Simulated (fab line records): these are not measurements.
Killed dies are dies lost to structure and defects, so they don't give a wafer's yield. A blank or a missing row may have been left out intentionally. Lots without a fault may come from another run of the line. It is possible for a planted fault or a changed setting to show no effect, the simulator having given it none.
fab line records	flow n5_finfet
record lots=4	wafers=11	last_day=17
route steps=1938 shown BEOL_M1@799 BEOL_M4@1111 PASSIVATION@1936
lots that met no fault: taken from a fault-free run of the same line
start_h: the number of hours between the record's first day and the start of the first shown wafer of the lot	wait_h: hours from the lot's prior step to this one	" repeats the value in the row above	L1.1+2: several wafers, shown together as one row	- either no value or no given start	* or withheld: withheld	< > ~ a bound
route shown NAME@n: a module of which the file shows steps, and the number in the route of the first	usual: average and standard deviation across the fault-free wafers	same: alike in all rows	chamber/n: place in a boat	sites: each site's reading	_std_site: their standard deviation	_edge_site: inner sites' mean taken away from outer sites' mean	radius_mm: for every site, how far away it sits from the centre of the wafer	mask NAME#n: copy n	behind: the last tool/chamber to shape the wafer	hold: why the lot was held/for how many hours/how that ended	device: names the non-switching transistor (n, p or np)	end of line: tests run on the same wafers once the route is complete	where a step has no rows: the recipe by itself	killed: the dies lost at the first sort to structure and to defects; this is not the yield of the wafer	map: shows each die of a wafer: x if killed, . if not, _ if none is there
set.NAME: the setting that was run; set.NAME@STEP: the one run at that earlier step	model.NAME: the simulator's own value behind a step, which no gauge read
a table for each step, a row for each wafer; lots at some steps of the route
services: a tool's chamber out of use, with start hour (start_h, from the record's first day; less than 0 if before it), hours out, and reason
## steps
# step N5_BEOL_M1_STRIP_36
# recipe chemistry=N2/H2	power_w=450	temp_c=40	pressure_mtorr=20	rf_frequency_hz=6e+07	overash_fraction=0.3	bias_power_w=7	h2_frac=0.5	n2_flow_sccm=200	h2_flow_sccm=200
# step N5_BEOL_M1_TRENCH_ETCH_37
# recipe chemistry=C4F6/O2	target_depth_a=552.07	target=SiOC	time_s=29	ion_energy_ev=250	pressure_mtorr=30	source_w=355	bias_w=185	Ar_flow_sccm=300	C4F6_flow_sccm=10	O2_flow_sccm=10
# step N5_BEOL_M1_ETCH_41
# recipe chemistry=CH3F/O2	target=SiCN	target_depth_a=319	taper_deg=2	time_s=57.8	ion_energy_ev=120	mask_material=TiN	pressure_mtorr=30	source_w=395	bias_w=75	Ar_flow_sccm=150	CH3F_flow_sccm=30	O2_flow_sccm=20
# step N5_BEOL_M1_STRIP_97
# recipe chemistry=N2/H2	time_s=10	power_w=450	temp_c=40	pressure_mtorr=20	rf_frequency_hz=6e+07	bias_power_w=7	n2_flow_sccm=200	h2_flow_sccm=200
# step N5_BEOL_M1_HM_STRIP_39
# recipe chemistry=peroxide_tin_strip	material=TiN	target_depth_a=250	temp_c=50	time_s=158
# step N5_BEOL_M1_SRD_40
# recipe time_s=30	temp_c=23	rinse_liquid=diw	dry=ipa_marangoni
# step N5_BEOL_M1_PRECLEAN_42
# recipe chemistry=residue_remover	time_s=60	temp_c=40
# step N5_BEOL_M1_SRD_43
# recipe time_s=30	temp_c=23	rinse_liquid=diw	dry=ipa_marangoni
# step N5_BEOL_M1_DEGAS_44
# recipe ambient=vacuum	temp_c=250	time_s=60
# step N5_BEOL_M1_PRE_CLEAN_45
# recipe gas=H2/He	time_s=30	temp_c=250
# step N5_BEOL_M1_ALD_84
# recipe material=TaN	target_thk_a=*	temp_c=275	ald_precursor_family=PDMAT	ald_co_reactant=NH3	pressure_torr=3	carrier_flow_sccm=1500	pulse_time_s=2	purge_time_s=3	co_reactant_purge_time_s=2	co_reactant_pulse_time_s=3	ald_cycles=30	precursor_vessel_temp_c=75	precursor_vessel_pressure_torr=26.25	precursor_vessel_carrier_sccm=1000
# usual ald_cycles=30/0	heater_power_w=403/34
lot.wafer	tool	chamber	start_h	wait_h	ald_cycles	heater_power_w	model.TaN_of_BEOL_M1_ALD_84.thk_nm
L525.1	ald_metal-02	3	176.04	0.1	14	361	*
L525.4	"	0	"	"	14	385	*
L525.5	"	3	"	"	30	370	*
L526.1	ald_metal-02	2	185.33	0.0	14	380	*
L526.2	"	1	"	"	30	429	*
L526.6	"	0	"	"	30	385	*
L534.3	ald_metal-04	0	236.29	0.3	30	430	*
L534.6	"	3	"	"	30	370	*
L539.4	ald_metal-02	3	265.26	0.0	30	372	*
L539.5	"	1	"	"	30	428	*
L539.6	"	0	"	"	30	383	*
# step N5_BEOL_M1_SURFACE_TREAT_85
# recipe gas=Ar	time_s=*	ion_energy_ev=*	ion_current_ma_cm2=0.5	pressure_mtorr=*	ar_flow_sccm=30
# step N5_BEOL_M1_CVD_47
# recipe material=Co	target_thk_a=30	temp_c=withheld	precursor=CCTBA/H2	pressure_torr=30	time_s=223.8
# step N5_BEOL_M1_SPUTTER_48
# recipe material=Cu	target_thk_a=45	temp_c=-20	chamber_pressure_pa=0.07	power_w=withheld	time_s=8.29
# step N5_BEOL_M1_ANNEAL_49
# recipe temp_c=400	time_s=240	ambient=vacuum
# step N5_BEOL_M1_SPUTTER_79
# recipe material=Cu	target_thk_a=45	temp_c=-20	chamber_pressure_pa=0.07	power_w=withheld	time_s=8.29
# step N5_BEOL_M1_ANNEAL_80
# recipe temp_c=400	time_s=240	ambient=vacuum
# step N5_BEOL_M1_SPUTTER_81
# recipe material=Cu	target_thk_a=45	temp_c=-20	chamber_pressure_pa=0.07	power_w=withheld	time_s=8.29
# step N5_BEOL_M1_ANNEAL_82
# recipe temp_c=400	time_s=240	ambient=vacuum
# step N5_BEOL_M1_SPUTTER_86
# recipe material=Cu	target_thk_a=45	temp_c=-20	chamber_pressure_pa=0.07	power_w=withheld	time_s=8.29
# step N5_BEOL_M1_ANNEAL_87
# recipe temp_c=400	time_s=240	ambient=vacuum
# step N5_BEOL_M1_SPUTTER_88
# recipe material=Cu	target_thk_a=45	temp_c=-20	chamber_pressure_pa=0.07	power_w=withheld	time_s=8.29
# step N5_BEOL_M1_ANNEAL_89
# recipe temp_c=400	time_s=240	ambient=vacuum
# step N5_BEOL_M1_SPUTTER_90
# recipe material=Cu	target_thk_a=45	temp_c=-20	chamber_pressure_pa=0.07	power_w=withheld	time_s=8.29
# step N5_BEOL_M1_ANNEAL_91
# recipe temp_c=400	time_s=240	ambient=vacuum
# step N5_BEOL_M1_SPUTTER_92
# recipe material=Cu	target_thk_a=45	temp_c=-20	chamber_pressure_pa=0.07	power_w=withheld	time_s=8.29
# step N5_BEOL_M1_ANNEAL_93
# recipe temp_c=400	time_s=240	ambient=vacuum
# step N5_BEOL_M1_SPUTTER_94
# recipe material=Cu	target_thk_a=45	temp_c=-20	chamber_pressure_pa=0.07	power_w=withheld	time_s=8.29
# step N5_BEOL_M1_ANNEAL_95
# recipe temp_c=400	time_s=240	ambient=vacuum
# step N5_BEOL_M1_SPUTTER_96
# recipe material=Cu	target_thk_a=45	temp_c=-20	chamber_pressure_pa=0.07	power_w=withheld	time_s=8.29
# step N5_BEOL_M1_ECD_50
# recipe material=Cu	target_thk_a=3000
# step N5_BEOL_M1_ANNEAL_51
# recipe temp_c=225	time_s=90	ambient=N2
# step N5_BEOL_M1_CMP_52
# recipe stop_on=SiOC	t_overpolish_s=6.8	down_force_psi=1	platen_rpm=50	clearing_platen_down_force_psi=1.5	clearing_platen_rpm=50	post_cmp_clean=cu_alkaline	target_thk_nm=40	clearing_platen_pad_velocity_m_s=0.99484	pad_velocity_m_s=0.99484
# step N5_BEOL_M1_PRE_CLEAN_60
# recipe gas=NH3/H2	time_s=15	temp_c=*	rf_power_w=300
# step N5_BEOL_M1_CO_CAP_55
# recipe material=Co	target_thk_a=20	temp_c=200	precursor=CCTBA/H2	pressure_torr=30	time_s=102.1
# step N5_BEOL_M1_PRE_CLEAN_56
# recipe gas=NH3	time_s=15	temp_c=withheld	rf_power_w=300
# step N5_BEOL_M1_DEP_57
# recipe material=SiCN	target_thk_a=80	temp_c=withheld	precursor=3MS/NH3	pressure_torr=3	rf_w=202	time_s=14
# step N5_BEOL_M4_RC_MEAS_101
# usual COMB_M1=5.6e-11/1.2e-11	COMB_M1_max_site=8e-11/1.8e-11	DIBL_N=36.6/2.1	DIBL_P=36.3/2.2	IOFF_N=0.16/0.036	IOFF_P=0.21/0.038	ION_N=671/12	ION_P=460/7.5	SS_N=71.8/0.72	SS_P=73.3/0.72	VT_N=250/3.2	VT_P=-250/3.5
lot.wafer	tool	chamber	start_h	wait_h	COMB_M1[S/m]	COMB_M1_max_site[S/m]	DIBL_N[mV/V]	DIBL_P[mV/V]	IOFF_N[nA/um]	IOFF_P[nA/um]	ION_N[uA/um]	ION_P[uA/um]	SS_N[mV/dec]	SS_P[mV/dec]	VT_N[mV]	VT_P[mV]
L525.1	prober-01	0	208.95	0.0	7.88e-10	1.469e-09	34.1	33.5	0.14	0.18	662	451	70.5	73.2	252	-253
L525.4	"	0	"	"	7.13e-10	8.88e-10	34.2	35.0	0.14	0.20	673	466	70.8	72.8	251	-253
L525.5	"	0	"	"	7.5e-11	1.27e-10	33.3	33.0	0.13	0.18	665	458	70.1	72.7	251	-253
L526.1	prober-02	0	218.49	0.0	6.24e-10	1.103e-09	34.6	35.7	0.15	0.20	680	468	71.6	72.4	248	-249
L526.2	"	0	"	"	5.5e-11	6.8e-11	35.4	36.6	0.16	0.22	680	468	72.0	73.2	249	-250
L526.6	"	0	"	"	6.4e-11	9e-11	37.0	38.1	0.18	0.23	672	460	71.9	73.1	249	-247
L534.3	prober-02	0	272.67	0.3	5.6e-11	7e-11	33.5	33.9	0.14	0.20	674	463	71.4	73.5	253	-250
L534.6	"	0	"	"	6.5e-11	1.02e-10	33.7	32.8	0.14	0.18	662	453	71.3	72.9	255	-250
L539.4	prober-01	0	300.26	0.5	7.5e-11	9.3e-11	38.9	36.7	0.17	0.21	660	455	72.1	73.4	251	-252
L539.5	"	0	"	"	4.8e-11	6.3e-11	38.5	36.4	0.18	0.20	693	468	71.3	73.2	248	-250
L539.6	"	0	"	"	6.9e-11	1.03e-10	35.8	33.5	0.13	0.15	679	453	70.6	72.0	250	-253
# sites COMB_M1 radius_mm=0,75,75,75,75,140,140,140,140
L525.1 8.64e-10 1.469e-09 7.88e-10 7.24e-10 7.22e-10 7.32e-10 1.256e-09 5.93e-10 1.173e-09
L526.1 5.46e-10 1.079e-09 4.95e-10 5.94e-10 9.96e-10 5.38e-10 1.103e-09 6.24e-10 9.48e-10
L534.3 6.1e-11 5.1e-11 7e-11 5.8e-11 5e-11 4.5e-11 7e-11 5.6e-11 5.2e-11
L539.4 6.7e-11 6e-11 7.2e-11 7.1e-11 7.9e-11 9.3e-11 8.7e-11 7.5e-11 8.2e-11
# step N5_PASSIVATION_PROBE_49
# usual defect_limited_yield=91.1/1.4	killed_at_M0_to_M3=33/9.1	killed_at_M4_up=14/5.6	killed_at_contacts=13/5.7	killed_at_front_end=42/12	killed_at_other=4/3	killed_dies=105/16	killed_on_rim=13/4	killed_open=69/11	killed_short=34/7.5	sort_bin_4_leakage=0.00/0.0072	sort_bin_5_function=5.2/0.91	sort_bin_6_memory=3.3/0.64	sort_n_pass=1075/16	sort_yield_pct=91.1/1.4
# same gross_dies=1180	killed_at_back_side=0	sort_bin_8_speed[%]=0
lot.wafer	tool	chamber	start_h	wait_h	defect_limited_yield[%]	killed_at_M0_to_M3	killed_at_M4_up	killed_at_contacts	killed_at_front_end	killed_at_other	killed_dies	killed_on_rim	killed_open	killed_short	sort_bin_4_leakage[%]	sort_bin_5_function[%]	sort_bin_6_memory[%]	sort_n_pass	sort_yield_pct[%]
L525.1	prober-02	-	309.73	0.0	59.6	417	6	18	35	1	477	60	65	34	32.03	5.0	3.2	703	59.6
L525.4	prober-02	-	309.88	0.2	63.1	387	9	7	32	1	436	64	50	27	30.42	4.2	1.9	744	63.1
L525.5	prober-02	-	309.93	0.2	90.3	50	10	7	44	3	114	6	72	40	0	6.0	3.6	1066	90.3
L526.1	prober-02	-	310.88	0.0	60.1	420	16	7	26	2	471	51	54	23	33.31	4.3	1.9	709	60.1
L526.2	prober-02	-	310.93	0.1	92.6	30	12	8	36	1	87	12	59	27	0	4.1	3.1	1093	92.6
L526.6	prober-02	-	311.13	0.3	92.0	40	10	16	25	3	94	9	56	37	0	4.8	2.7	1086	92.0
L534.3	prober-01	-	368.36	0.1	91.1	30	9	15	34	17	105	15	69	36	0	5.8	2.6	1075	91.1
L534.6	prober-01	-	368.51	0.3	93.9	30	7	10	20	5	72	10	55	17	0	3.9	1.7	1108	93.9
L539.4	prober-02	-	411.73	0.2	91.6	18	15	10	53	3	99	9	70	27	0	4.7	3.6	1081	91.6
L539.5	prober-02	-	411.78	0.2	89.0	40	14	30	43	3	130	19	87	41	0	6.1	4.5	1050	89.0
L539.6	prober-02	-	411.83	0.3	89.7	18	12	18	65	9	122	11	76	44	0	6.6	3.3	1058	89.7
# killed by level:class
L525.1 M1:area_ald=378 MOL_CONTACT_COAG:geometric_particle:open=16 BEOL_M1:geometric_particle:open=11 FIN_SAQP:geometric_particle:short=7 BEOL_M3:geometric_particle:open=7 GATE_CUT:geometric_particle:open=5 BEOL_M0_SAQP:geometric_particle:short=5 STI_FIN_REVEAL:geometric_particle:open=4
L525.4 M1:area_ald=359 BEOL_M1:geometric_particle:open=7 ILD0:geometric_particle:short=6 BEOL_M2:geometric_particle:open=5 BEOL_M3:geometric_particle:open=5 FIN_SAQP:geometric_particle:short=4 MOL_CONTACT_COAG:geometric_particle:open=4 BEOL_M0_SAQP:geometric_particle:short=4
L525.5 BEOL_M0_SAQP:geometric_particle:open=16 BEOL_M0_SAQP:geometric_particle:short=10 BEOL_M1:geometric_particle:open=10 FIN_SAQP:geometric_particle:open=9 BEOL_M3:geometric_particle:open=9 FIN_SAQP:geometric_particle:short=8 STI_FIN_REVEAL:geometric_particle:open=6 GATE_CUT:geometric_particle:short=6
L526.1 M1:area_ald=393 FIN_SAQP:geometric_particle:open=11 BEOL_M2:geometric_particle:open=11 BEOL_M3:geometric_particle:open=6 BEOL_M4:geometric_particle:open=6 FIN_SAQP:geometric_particle:short=4 MOL_CONTACT_COAG:geometric_particle:open=4 BEOL_M5:geometric_particle:short=4
L526.2 BEOL_M3:geometric_particle:open=9 BEOL_M2:geometric_particle:open=8 FIN_SAQP:geometric_particle:open=6 MOL_CONTACT_COAG:geometric_particle:open=6 GATE_CUT:geometric_particle:open=6 BEOL_M4:geometric_particle:open=6 BEOL_M0:geometric_particle:open=5 FIN_SAQP:geometric_particle:short=4
L526.6 MOL_CONTACT_COAG:geometric_particle:open=11 FIN_SAQP:geometric_particle:open=9 FIN_SAQP:geometric_particle:short=9 BEOL_M2:geometric_particle:open=9 BEOL_M3:geometric_particle:open=7 BEOL_M2:geometric_particle:short=5 MOL_CONTACT_COAG:geometric_particle:short=4 BEOL_M0:geometric_particle:open=4
L534.3 MOL_CONTACT_COAG:geometric_particle:open=13 STI_FIN_REVEAL:geometric_particle:open=8 BEOL_M2:geometric_particle:open=6 BEOL_M0_SAQP:geometric_particle:short=6 FIN_SAQP:geometric_particle:open=5 BEOL_M0:geometric_particle:open=4 BEOL_M1:geometric_particle:open=4 BEOL_M5:geometric_particle:open=4
L534.6 MOL_CONTACT_COAG:geometric_particle:open=9 BEOL_M0_SAQP:geometric_particle:short=8 BEOL_M3:geometric_particle:open=8 STI_FIN_REVEAL:geometric_particle:open=5 GATE_CUT:geometric_particle:open=4 BEOL_M0_SAQP:geometric_particle:open=4 BEOL_M4:geometric_particle:open=4 DUMMY_GATE:geometric_particle:open=3
L539.4 FIN_SAQP:geometric_particle:open=17 STI_FIN_REVEAL:geometric_particle:open=10 FIN_SAQP:geometric_particle:short=8 MOL_CONTACT_COAG:geometric_particle:open=8 BEOL_M4:geometric_particle:open=8 BEOL_M0_SAQP:geometric_particle:short=4 BEOL_M0_SAQP:geometric_particle:open=4 BEOL_M1:geometric_particle:open=4
L539.5 MOL_CONTACT_COAG:geometric_particle:open=19 BEOL_M1:geometric_particle:open=17 FIN_SAQP:geometric_particle:short=13 MOL_CONTACT_COAG:geometric_particle:short=10 STI_FIN_REVEAL:geometric_particle:open=10 BEOL_M2:geometric_particle:open=7 FIN_SAQP:geometric_particle:open=6 BEOL_M3:geometric_particle:open=6
L539.6 STI_FIN_REVEAL:geometric_particle:open=17 MOL_CONTACT_COAG:geometric_particle:open=15 FIN_SAQP:geometric_particle:open=11 FIN_SAQP:geometric_particle:short=9 STI_FIN_REVEAL:geometric_particle:short=9 BEOL_M3:geometric_particle:open=6 STARTING-WAFER:geometric_particle:short=4 BEOL_M1:geometric_particle:open=4
# map L525.1 (x killed, . not)
_________________xx.xx.xx.x..________________
______________xx...x....x.....xx_____________
___________.x..x..x..xxxx..xx.x.x..__________
__________.......x...xx.x.xx.x.x..x._________
________.x.xx.xx..x...xx..x...x..xx..x_______
_______x.....xxx..x.x....x..........xxx______
______x......x...x..x.x.....xxx..x...x.._____
_____xxxx....x..x.xx...x..xx.x.xxxxxx....____
____xxx.x.xxx...xx....x.xxx.xxx...x.x..x..___
___...xx..xx..x.xxx.x.x...x..x...x...xxxx..__
___.xxxxxx..x.x......x.x.x..x.x....x.x.....__
__xx...xx......xx...x......xxx.....x....x..x_
__.x....xx.....x...xxx.x.x..x..xxx....x....._
_.xx.xx...x....x..x.x...xxx.x................
_x.x.x..x.xx..xx.x.xx.xxxx.xxxx.xx...xxx....x
_..x.xxx.x...x...x...x.x.x.xx.......xx.xx....
_.......x.x.....x.x.x.xxx.x.xxx.x.x..x...xx.x
_.x..xx........x.....xx..x....x..x........x.x
_xxx.xxx.x..xx..x.xxx.xxx.x.xx.......x.x.x.xx
_...xx.x..x..xxx.x.x..xx.xx..x.x.x......xxxx.
_.xx.x.xxx.x.x.....xx.xxxx.x.xx.x..xxxx...x..
__..xx.xx.x..x...x.xxxxxx....x.....x.xx.xx.._
__..x.xxxx....xx.........xx....x..x.....xx.._
___.x.xx..xx......xxxx..xxx.xxx....x.x...xx__
___.x..xx.....xxx.xx.x..x..x..x..xx...x..xx__
____.......xxx....xxxx..xx.x..xx.xx.x....x___
_____x....x.xx..x....x...xxxxx.....xx.x..____
______.xx..x.x..x..x.....xx...x...x..xx._____
_______....xx.x.xx..xx.xx.x.x.xxx..x..x______
________..x....x....x..xx..x.....x.x.._______
__________.x.xx.....x.x.x..........._________
___________xxx.x.xx..xxx..xxx..x...__________
______________.x...x.xx...x..x.x_____________
_________________.x..xxx.xx..________________
# map L526.1 (x killed, . not)
_________________x..x....x...________________
______________........x..xx...x._____________
___________x...xx...xx.x...xxxxx...__________
__________.......x..xx.x.xxxx...xx.._________
________..xxx.x.....x......x.x...xx..x_______
_______x.x....xx.x.xxx..x.....x...xxxx.______
______.x.x.x.x.x.xxxx.xx.xx..x..xx.....x_____
_____.xxx..x.......xx.....x.x...x.x.x....____
____..xxxxxxxx.....x.....x..x.x.x.x...x.x.___
___xx..xx.xxxx.x..............x.x..x...xx..__
___.....xx.x.x...x.x.x.x.x..x...x.xx..xxxx.__
__.xx.xx.x.x..x.x...xxx...x.x.......xx....x._
__..x............x.xxx.xxxxxxxxxxx.x.x..xx.x_
_.xxxxx..xx........x........xx....xxxxx..x.xx
_x.xx...xxx.x..xx.x..x..xxxxx..xxx.x..x..xx..
_xx..x.x.x.xx....x...xx..........xx.....xx...
_.x....x...x.......xx.x.x.x...x.xx....xx..x..
_.x..x.x.x..x.x.x...x....xx.x..x.x...x.x..x.x
_...x..xxx...xxxxxxx..xx.xxx..x...x.x..xx..xx
_x...xxx.x..xx.xxxx.x.x......x..x.xxxx.x..x..
_..xx.x.xxx.......xx..x.xx.x.xxxx....x..xx...
__.x.x.xx.x..xxxxx.x.x........x.x........x.x_
__.....x.x.x....x..xx.....x.xx.......x.xx.x._
___.......x.x.x...xx...x......xx..xx..x....__
___.....x....x.xxx.x.x.x....xxx.....x..x.xx__
____.xx.xx.x.xxx..x.xx.x.x.....x..xxx.x..x___
_____.....x...x..xxx.x..x...x...xxxx.xx.x____
______x.....x.x..x..xx..xx...xx..xxx.xxx_____
_______....xx.x...xxxx...x..xx....xxxx.______
________x.xx....xx.xx.....xx.x.x....x._______
__________..xx..x...x...xxx.x....xx._________
___________...x..xxx..x..x.xx.....x__________
______________...x..x.........x._____________
_________________.x.x...x.xx.________________
## services
tool	chamber	start_h	hours	kind
ald_metal-04	-	181.93	6.0	pm
ald_metal-04	-	225.09	1.3	repair
ald_metal-04	1	236.48	6.2	repair
ald_metal-02	2	254.25	10.7	repair
## key
first_sign step=N5_BEOL_M1_ALD_84	reading=ald_cycles	direction=down	sigmas=99+	usual=*	struck=*
effect step=N5_BEOL_M4_RC_MEAS_101	reading=COMB_M1	direction=up	sigmas=57	usual=5.6e-11	struck=7.08e-10
effect step=N5_BEOL_M4_RC_MEAS_101	reading=COMB_M1_max_site	direction=up	sigmas=59	usual=8e-11	struck=1.153e-09
effect step=N5_PASSIVATION_PROBE_49	reading=sort_bin_4_leakage	direction=up	sigmas=99+	usual=0.00	struck=31.92
model_effect step=N5_BEOL_M1_ALD_84	value=TaN_of_BEOL_M1_ALD_84.thk_nm	without=*	struck=*
more_kills_born_at N5_BEOL_M1_ALD_84@ald_metal-02=1130
met_at N5_BEOL_M1_ALD_84
struck_wafers L525.1,L525.4,L526.1
fault kind=process_parameter_drift	tool=ald_metal-02	chamber=-	onset_h=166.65	steps=N5_BEOL_M1_ALD_84	channel=ald_cycles	offset=*	shape=step	end_h=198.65	scope=struck_wafers_only	acts_in=*	stated=*
